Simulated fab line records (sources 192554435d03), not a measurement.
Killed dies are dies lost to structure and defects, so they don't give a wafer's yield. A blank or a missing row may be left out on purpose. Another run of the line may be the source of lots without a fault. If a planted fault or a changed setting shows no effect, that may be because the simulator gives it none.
fab line records | flow n5_finfet
record lots=10 | wafers=30 | last_day=18
route steps=1938 shown STI_FIN_REVEAL@183 DUMMY_GATE@214 BEOL_M4@1111
lots that met no fault: taken from a fault-free run of the same line
start_h: start of the lot's first displayed wafer, in hours after the record's first day | wait_h: time in hours since the lot's previous step | " the same as in the row above | L1.1+2: one row covering several wafers at once | - value missing, or start not given | * or withheld: withheld | < > ~ a bound
route shown NAME@n: a module of which the file shows steps, and the number in the route of the first | usual: mean/standard deviation taken from wafers without a fault | same: alike in all rows | chamber/n: place in a boat | sites: each site's reading | _std_site: their standard deviation | _edge_site: outer sites' mean less inner sites' | radius_mm: how far each site lies from the wafer's centre | mask NAME#n: copy n | behind: tool/chamber where the wafer was last shaped | hold: reason for holding the lot/hours on hold/outcome of the hold | device: the transistor (n, p or np) that didn't switch | end of line: the same wafers' tests at the end of the route | where a step has no rows: the recipe by itself | killed: the dies lost at the first sort to structure and to defects; this is not the yield of the wafer | map: a wafer's dies, x killed, . not, _ none there
set.NAME: the setting as run; set.NAME@STEP: as run at that earlier step | model.NAME: the simulator's own value behind a step, which no gauge read
steps of the route over a sample of lots; a table a step, a row a wafer
services: when a tool's chamber went out of use (start_h, in hours from the record's first day, below 0 if earlier), for how many hours, and the reason
## steps
# step N5_STI_FIN_REVEAL_ALD_00
# recipe material=SiO2 | target_thk_a=10 | temp_c=300 | ald_precursor_family=BDEAS | ald_co_reactant=O2-plasma | pulse_time_s=1 | pressure_torr=2
# usual heater_power_w=455/45 | precursor_pulse_height_rel=1.000/0.021
lot.wafer | tool       | chamber | start_h | wait_h | heater_power_w | precursor_pulse_height_rel
L596.2    | ald_sin-01 | 3       | 35.08   | 0.0    | 474            | 0.959
L596.3    | "          | 0       | "       | "      | 428            | 1.007
L596.6    | "          | 2       | "       | "      | 419            | 0.988
L597.1    | ald_sin-03 | 1       | 41.51   | 0.1    | 460            | 1.001
L597.2    | "          | 3       | "       | "      | 436            | 0.976
L597.4    | "          | 2       | "       | "      | 441            | 0.943
L598.2    | ald_sin-03 | 0       | 46.17   | 0.0    | 402            | 0.999
L598.5    | "          | 3       | "       | "      | 422            | 0.980
L598.6    | "          | 0       | "       | "      | 394            | 0.976
L601.1    | ald_sin-01 | 1       | 66.22   | 0.0    | 501            | 1.019
L601.3    | "          | 2       | "       | "      | 417            | 1.026
L601.5    | "          | 0       | "       | "      | 430            | 1.000
L605.2    | ald_sin-03 | 2       | 87.87   | 0.0    | 444            | 0.993
L605.4    | "          | 1       | "       | "      | 460            | 0.976
L605.5    | "          | 0       | "       | "      | 400            | 1.011
L607.2    | ald_sin-03 | 2       | 100.19  | 0.0    | 442            | 1.019
L607.3    | "          | 3       | "       | "      | 439            | 0.997
L607.4    | "          | 1       | "       | "      | 477            | 1.013
L608.1    | ald_sin-04 | 0       | 106.41  | 0.6    | 480            | 0.983
L608.4    | "          | 3       | "       | "      | 448            | 0.956
L608.6    | "          | 0       | "       | "      | 487            | 1.012
L610.2    | ald_sin-03 | 3       | 119.96  | 0.0    | 433            | 1.030
L610.3    | "          | 0       | "       | "      | 411            | 1.004
L610.5    | "          | 1       | "       | "      | 476            | 0.970
L611.2    | ald_sin-01 | 1       | 125.36  | 0.0    | 513            | 0.954
L611.3    | "          | 2       | "       | "      | 415            | 1.004
L611.6    | "          | 0       | "       | "      | 434            | 1.022
L613.1    | ald_sin-01 | 0       | 136.00  | 0.1    | 431            | 1.012
L613.2    | "          | 2       | "       | "      | 418            | 0.986
L613.6    | "          | 2       | "       | "      | 406            | 1.007
# step N5_STI_FIN_REVEAL_ALD_14
# recipe material=Si3N4 | target_thk_a=30 | temp_c=400 | ald_precursor_family=SiH2I2 | ald_co_reactant=N2/H2-plasma | pressure_torr=2
# usual heater_power_w=812/80
lot.wafer | tool       | chamber | start_h | wait_h | heater_power_w
L596.2    | ald_sin-01 | 3       | 35.13   | 0.0    | 849
L596.3    | "          | 0       | "       | "      | 764
L596.6    | "          | 2       | "       | "      | 735
L597.1    | ald_sin-03 | 1       | 41.56   | 0.0    | 830
L597.2    | "          | 3       | "       | "      | 773
L597.4    | "          | 2       | "       | "      | 809
L598.2    | ald_sin-03 | 0       | 46.22   | 0.0    | 705
L598.5    | "          | 3       | "       | "      | 786
L598.6    | "          | 0       | "       | "      | 711
L601.1    | ald_sin-01 | 1       | 66.27   | 0.0    | 867
L601.3    | "          | 2       | "       | "      | 737
L601.5    | "          | 0       | "       | "      | 741
L605.2    | ald_sin-03 | 2       | 87.92   | 0.0    | 802
L605.4    | "          | 1       | "       | "      | 851
L605.5    | "          | 0       | "       | "      | 722
L607.2    | ald_sin-03 | 2       | 100.24  | 0.0    | 793
L607.3    | "          | 3       | "       | "      | 761
L607.4    | "          | 1       | "       | "      | 827
L608.1    | ald_sin-04 | 0       | 106.46  | 0.0    | 864
L608.4    | "          | 3       | "       | "      | 811
L608.6    | "          | 0       | "       | "      | 853
L610.2    | ald_sin-03 | 3       | 120.01  | 0.0    | 758
L610.3    | "          | 0       | "       | "      | 729
L610.5    | "          | 1       | "       | "      | 849
L611.2    | ald_sin-01 | 1       | 125.41  | 0.0    | 885
L611.3    | "          | 2       | "       | "      | 755
L611.6    | "          | 0       | "       | "      | 776
L613.1    | ald_sin-01 | 0       | 136.05  | 0.0    | 756
L613.2    | "          | 2       | "       | "      | 722
L613.6    | "          | 2       | "       | "      | 723
# step N5_STI_FIN_REVEAL_RECESS_09
# recipe chemistry=HF/NH3 | target=SiO2 | afs_cycles=11 | target_depth_a=425 | temp_c=30 | sublimation_temp_c=180 | sublimation_time_s=60
# usual drypump_motor_current_A=5.6/0.61 | temp_c=30.01/0.11
lot.wafer | tool          | chamber | start_h | wait_h | drypump_motor_current_A | temp_c
L596.2    | vapor_etch-02 | 1       | 41.58   | 0.0    | 5.4                     | 29.88
L596.3    | "             | 1       | "       | "      | 5.4                     | 30.11
L596.6    | "             | 0       | "       | "      | 4.9                     | 29.97
L597.1    | vapor_etch-02 | 0       | 47.59   | 0.0    | 4.9                     | 30.04
L597.2    | "             | 1       | "       | "      | 5.4                     | 29.86
L597.4    | "             | 0       | "       | "      | 4.9                     | 30.01
L598.2    | vapor_etch-01 | 0       | 52.98   | 0.3    | 6.5                     | 30.03
L598.5    | "             | 1       | 54.04   | 1.3    | 5.3                     | 30.22
L598.6    | "             | 0       | "       | "      | 6.5                     | 29.92
L601.1    | vapor_etch-02 | 1       | 72.41   | 0.0    | 5.4                     | 29.97
L601.3    | "             | 1       | "       | "      | 5.4                     | 30.08
L601.5    | "             | 0       | "       | "      | 4.9                     | 29.94
L605.2    | vapor_etch-02 | 0       | 94.34   | 0.0    | 4.9                     | 30.08
L605.4    | "             | 1       | "       | "      | 5.4                     | 30.01
L605.5    | "             | 0       | "       | "      | 4.9                     | 29.85
L607.2    | vapor_etch-02 | 0       | 106.98  | 0.0    | 4.9                     | 29.95
L607.3    | "             | 1       | "       | "      | 5.4                     | 30.19
L607.4    | "             | 0       | "       | "      | 4.9                     | 30.06
L608.1    | vapor_etch-02 | 1       | 112.63  | 0.4    | 5.4                     | 30.01
L608.4    | "             | 1       | "       | "      | 5.4                     | 30.20
L608.6    | "             | 1       | "       | "      | 5.4                     | 30.12
L610.2    | vapor_etch-01 | 0       | 126.03  | 0.0    | 6.5                     | 29.93
L610.3    | "             | 1       | "       | "      | 5.3                     | 30.11
L610.5    | "             | 1       | "       | "      | 5.3                     | 30.15
L611.2    | vapor_etch-02 | 1       | 131.27  | 0.0    | 5.4                     | 30.03
L611.3    | "             | 1       | "       | "      | 5.4                     | 30.08
L611.6    | "             | 0       | "       | "      | 4.9                     | 30.08
L613.1    | vapor_etch-01 | 0       | 142.36  | 0.0    | 6.5                     | 30.02
L613.2    | "             | 1       | "       | "      | 5.3                     | 29.95
L613.6    | "             | 1       | 143.42  | 1.1    | 5.3                     | 30.12
# step N5_STI_FIN_REVEAL_FIN_H_MEAS_10
# usual trench_depth_nm=52.0/0.55
lot.wafer | tool   | chamber | start_h | wait_h | trench_depth_nm
L596.2    | ocd-02 | -       | 44.28   | 0.0    | 52.1
L596.3    | "      | -       | "       | "      | 51.8
L596.6    | "      | -       | "       | "      | 51.5
L597.1    | ocd-02 | -       | 50.65   | 0.0    | 50.9
L597.2    | "      | -       | "       | "      | 52.6
L597.4    | "      | -       | "       | "      | 52.1
L598.2    | ocd-02 | -       | 55.79   | 0.0    | 53.3
L598.5    | "      | -       | "       | "      | 53.3
L598.6    | "      | -       | "       | "      | 53.6
L601.1    | ocd-02 | -       | 75.12   | 0.0    | 52.0
L601.3    | "      | -       | "       | "      | 52.3
L601.5    | "      | -       | "       | "      | 52.3
L605.2    | ocd-02 | -       | 97.04   | 0.0    | 52.0
L605.4    | "      | -       | "       | "      | 51.5
L605.5    | "      | -       | "       | "      | 52.3
L607.2    | ocd-02 | -       | 109.68  | 0.0    | 51.4
L607.3    | "      | -       | "       | "      | 52.1
L607.4    | "      | -       | "       | "      | 51.7
L608.1    | ocd-01 | -       | 115.44  | 0.0    | 52.0
L608.4    | "      | -       | "       | "      | 51.9
L608.6    | "      | -       | "       | "      | 51.2
L610.2    | ocd-02 | -       | 128.74  | 0.0    | 51.3
L610.3    | "      | -       | "       | "      | 51.3
L610.5    | "      | -       | "       | "      | 51.1
L611.2    | ocd-01 | -       | 133.98  | 0.0    | 52.1
L611.3    | "      | -       | "       | "      | 58.1
L611.6    | "      | -       | "       | "      | 57.5
L613.1    | ocd-02 | -       | 145.06  | 0.0    | 52.7
L613.2    | "      | -       | "       | "      | 52.6
L613.6    | "      | -       | "       | "      | 52.8
# step N5_DUMMY_GATE_ALD_02
# recipe material=SiO2 | target_thk_a=20 | temp_c=300 | ald_precursor_family=BDEAS | ald_co_reactant=O2-plasma | pulse_time_s=1 | pressure_torr=2
# usual heater_power_w=490/56 | precursor_pulse_height_rel=0.998/0.02
lot.wafer | tool       | chamber | start_h | wait_h | heater_power_w | precursor_pulse_height_rel
L596.2    | ald_sin-01 | 2       | 44.46   | 0.0    | 413            | 0.972
L596.3    | "          | 0       | "       | "      | 442            | 0.975
L596.6    | "          | 2       | "       | "      | 423            | 1.034
L597.1    | ald_sin-02 | 2       | 50.83   | 0.0    | 602            | 0.971
L597.2    | "          | 1       | "       | "      | 496            | 1.005
L597.4    | "          | 3       | "       | "      | 479            | 0.983
L598.2    | ald_sin-02 | 3       | 55.97   | 0.0    | 475            | 0.988
L598.5    | "          | 0       | "       | "      | 515            | 0.978
L598.6    | "          | 3       | "       | "      | 482            | 1.008
L601.1    | ald_sin-04 | 2       | 75.32   | 0.1    | 563            | 0.987
L601.3    | "          | 0       | "       | "      | 485            | 0.984
L601.5    | "          | 3       | "       | "      | 447            | 0.994
L605.2    | ald_sin-01 | 0       | 97.22   | 0.0    | 427            | 1.006
L605.4    | "          | 1       | "       | "      | 501            | 0.981
L605.5    | "          | 0       | "       | "      | 432            | 1.035
L607.2    | ald_sin-02 | 1       | 109.86  | 0.0    | 484            | 0.994
L607.3    | "          | 3       | "       | "      | 475            | 0.997
L607.4    | "          | 2       | "       | "      | 614            | 1.039
L608.1    | ald_sin-02 | 1       | 115.63  | 0.0    | 485            | 1.012
L608.4    | "          | 0       | "       | "      | 476            | 1.007
L608.6    | "          | 0       | "       | "      | 487            | 0.997
L610.2    | ald_sin-04 | 2       | 128.92  | 0.0    | 572            | 1.016
L610.3    | "          | 3       | "       | "      | 441            | 0.982
L610.5    | "          | 0       | "       | "      | 478            | 1.032
L611.2    | ald_sin-04 | 2       | 134.36  | 0.2    | 566            | 1.018
L611.3    | "          | 3       | "       | "      | 456            | 0.966
L611.6    | "          | 3       | "       | "      | 438            | 0.986
L613.1    | ald_sin-04 | 2       | 145.24  | 0.0    | 584            | 1.023
L613.2    | "          | 1       | "       | "      | 418            | 0.989
L613.6    | "          | 2       | "       | "      | 572            | 1.020
# step N5_BEOL_M4_RC_MEAS_101
# usual DIBL_N=36.6/1.3 | DIBL_P=36.4/1.4 | IOFF_N=0.167/0.023 | IOFF_P=0.219/0.029 | ION_N=678/8.7 | ION_P=464/6.4 | SS_N=71.5/0.53 | SS_P=73.4/0.57 | VT_N=248.5/2.8 | VT_P=-249/3.1
lot.wafer | tool      | chamber | start_h | wait_h | DIBL_N[mV/V] | DIBL_P[mV/V] | IOFF_N[nA/um] | IOFF_P[nA/um] | ION_N[uA/um] | ION_P[uA/um] | SS_N[mV/dec] | SS_P[mV/dec] | VT_N[mV] | VT_P[mV]
L598.2    | prober-02 | 0       | 193.25  | 0.2    | 35.6         | 34.5         | 0.152         | 0.219         | 676          | 470          | 71.3         | 73.5         | 247.8    | -246
L598.5    | "         | 0       | "       | "      | 37.3         | 36.0         | 0.181         | 0.244         | 685          | 472          | 71.9         | 73.3         | 246.9    | -247
L598.6    | "         | 0       | "       | "      | 36.9         | 36.0         | 0.180         | 0.244         | 679          | 468          | 71.7         | 73.9         | 249.0    | -245
L597.1    | prober-02 | 0       | 196.22  | 0.0    | 35.3         | 33.7         | 0.136         | 0.182         | 658          | 455          | 70.3         | 73.0         | 255.9    | -250
L597.2    | "         | 0       | "       | "      | 34.1         | 32.7         | 0.125         | 0.170         | 659          | 458          | 70.5         | 72.9         | 253.4    | -250
L597.4    | "         | 0       | "       | "      | 34.1         | 33.6         | 0.129         | 0.179         | 668          | 458          | 70.8         | 72.8         | 253.7    | -251
L596.2    | prober-01 | 0       | 198.35  | 0.2    | 39.7         | 38.0         | 0.211         | 0.267         | 692          | 469          | 72.4         | 74.2         | 244.7    | -246
L596.3    | "         | 0       | "       | "      | 37.9         | 35.7         | 0.180         | 0.226         | 686          | 469          | 71.0         | 73.1         | 245.5    | -248
L596.6    | "         | 0       | "       | "      | 37.8         | 35.3         | 0.174         | 0.220         | 674          | 463          | 71.6         | 72.9         | 247.3    | -249
L601.1    | prober-02 | 0       | 226.52  | 0.0    | 39.2         | 38.2         | 0.191         | 0.240         | 684          | 465          | 72.3         | 73.7         | 248.0    | -246
L601.3    | "         | 0       | "       | "      | 37.6         | 36.8         | 0.175         | 0.219         | 681          | 464          | 72.0         | 72.9         | 247.0    | -248
L601.5    | "         | 0       | "       | "      | 38.4         | 37.3         | 0.176         | 0.224         | 684          | 466          | 72.6         | 73.1         | 248.2    | -246
L605.2    | prober-01 | 0       | 283.34  | 0.2    | 34.9         | 34.7         | 0.144         | 0.182         | 674          | 460          | 71.2         | 72.9         | 250.8    | -253
L605.4    | "         | 0       | "       | "      | 36.6         | 36.5         | 0.170         | 0.208         | 669          | 458          | 71.6         | 73.3         | 247.6    | -249
L605.5    | "         | 0       | "       | "      | 34.6         | 34.2         | 0.131         | 0.178         | 665          | 461          | 70.7         | 72.7         | 249.1    | -251
L607.2    | prober-02 | 0       | 290.19  | 0.2    | 35.6         | 34.4         | 0.148         | 0.192         | 673          | 458          | 70.7         | 73.2         | 250.9    | -250
L607.3    | "         | 0       | "       | "      | 36.8         | 36.1         | 0.175         | 0.229         | 687          | 468          | 71.4         | 73.6         | 248.2    | -248
L607.4    | "         | 0       | "       | "      | 35.9         | 35.5         | 0.152         | 0.214         | 671          | 464          | 71.7         | 73.0         | 248.8    | -248
L610.2    | prober-02 | 0       | 296.83  | 0.2    | 37.3         | 36.1         | 0.187         | 0.241         | 675          | 464          | 72.4         | 73.5         | 248.6    | -245
L610.3    | "         | 0       | "       | "      | 38.8         | 38.8         | 0.219         | 0.290         | 681          | 468          | 72.3         | 75.0         | 245.4    | -244
L610.5    | "         | 0       | "       | "      | 37.2         | 35.9         | 0.182         | 0.238         | 669          | 459          | 72.7         | 73.2         | 246.7    | -246
L608.1    | prober-01 | 0       | 305.05  | 0.0    | 35.5         | 37.1         | 0.165         | 0.201         | 674          | 460          | 71.6         | 74.1         | 248.2    | -253
L608.4    | "         | 0       | "       | "      | 36.0         | 38.0         | 0.177         | 0.215         | 673          | 457          | 71.8         | 74.1         | 249.4    | -253
L608.6    | "         | 0       | "       | "      | 36.7         | 38.3         | 0.189         | 0.210         | 670          | 455          | 72.2         | 74.1         | 247.0    | -251
L611.2    | prober-01 | 0       | 317.16  | 0.2    | 36.7         | 35.2         | 0.151         | 0.167         | 675          | 448          | 72.3         | 73.0         | 250.5    | -255
L611.3    | "         | 0       | "       | "      | 35.4         | 36.1         | 0.152         | 0.181         | 725          | 503          | 71.2         | 72.9         | 246.8    | -255
L611.6    | "         | 0       | "       | "      | 33.8         | 34.1         | 0.127         | 0.159         | 717          | 493          | 71.1         | 72.1         | 250.5    | -252
L613.1    | prober-02 | 0       | 332.15  | 0.0    | 35.9         | 35.4         | 0.156         | 0.219         | 675          | 464          | 70.9         | 73.2         | 246.8    | -250
L613.2    | "         | 0       | "       | "      | 35.2         | 35.2         | 0.148         | 0.225         | 681          | 472          | 70.5         | 73.5         | 249.7    | -248
L613.6    | "         | 0       | "       | "      | 36.6         | 36.0         | 0.169         | 0.230         | 681          | 466          | 70.9         | 73.4         | 246.5    | -248
## services
tool          | chamber | start_h | hours | kind
ald_sin-03    | 3       | 11.08   | 12.8  | repair
ald_sin-03    | -       | 11.53   | 2.0   | repair
ald_sin-03    | -       | 29.30   | 6.0   | pm
ald_sin-01    | 0       | 39.96   | 2.2   | repair
ald_sin-01    | 3       | 42.94   | 1.6   | repair
vapor_etch-02 | -       | 49.94   | 14.6  | pm
ald_sin-01    | 0       | 56.88   | 8.5   | repair
ald_sin-02    | -       | 68.15   | 0.8   | repair
ald_sin-02    | -       | 85.54   | 14.0  | pm
ald_sin-02    | 0       | 85.54   | 14.0  | vent_cycle
ald_sin-02    | 1       | 85.54   | 14.0  | vent_cycle
ald_sin-02    | 2       | 85.54   | 14.0  | vent_cycle
ald_sin-02    | 3       | 85.54   | 14.0  | vent_cycle
ald_sin-02    | 0       | 99.54   | -     | clean
ald_sin-02    | 1       | 99.54   | -     | clean
ald_sin-02    | 2       | 99.54   | -     | clean
ald_sin-02    | 3       | 99.54   | -     | clean
vapor_etch-01 | -       | 111.37  | 14.6  | pm
ald_sin-01    | 0       | 119.92  | -     | calibration
ald_sin-02    | 1       | 121.26  | 3.1   | repair
## key
first_sign step=N5_STI_FIN_REVEAL_FIN_H_MEAS_10 | reading=trench_depth_nm | direction=up | sigmas=11 | usual=52.0 | struck=57.8
effect step=N5_BEOL_M4_RC_MEAS_101 | reading=ION_P | direction=up | sigmas=5.4 | usual=464 | struck=498
effect step=N5_BEOL_M4_RC_MEAS_101 | reading=ION_N | direction=up | sigmas=5 | usual=678 | struck=721
met_at N5_STI_FIN_REVEAL_RECESS_09
struck_lots L611
struck_wafers L611.3,L611.6
not_acting_at N5_STI_FIN_REVEAL_ALD_00,N5_STI_FIN_REVEAL_ALD_14,N5_DUMMY_GATE_ALD_02
onset_between 112.63 131.27
fault kind=process_parameter_drift | tool=vapor_etch-02 | chamber=- | onset_h=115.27 | steps=N5_STI_FIN_REVEAL_RECESS_09 | channel=target_depth_a | offset=61.405 | shape=step | end_h=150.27 | scope=struck_wafers_only | acts_in=these_recipes_only | stated=425
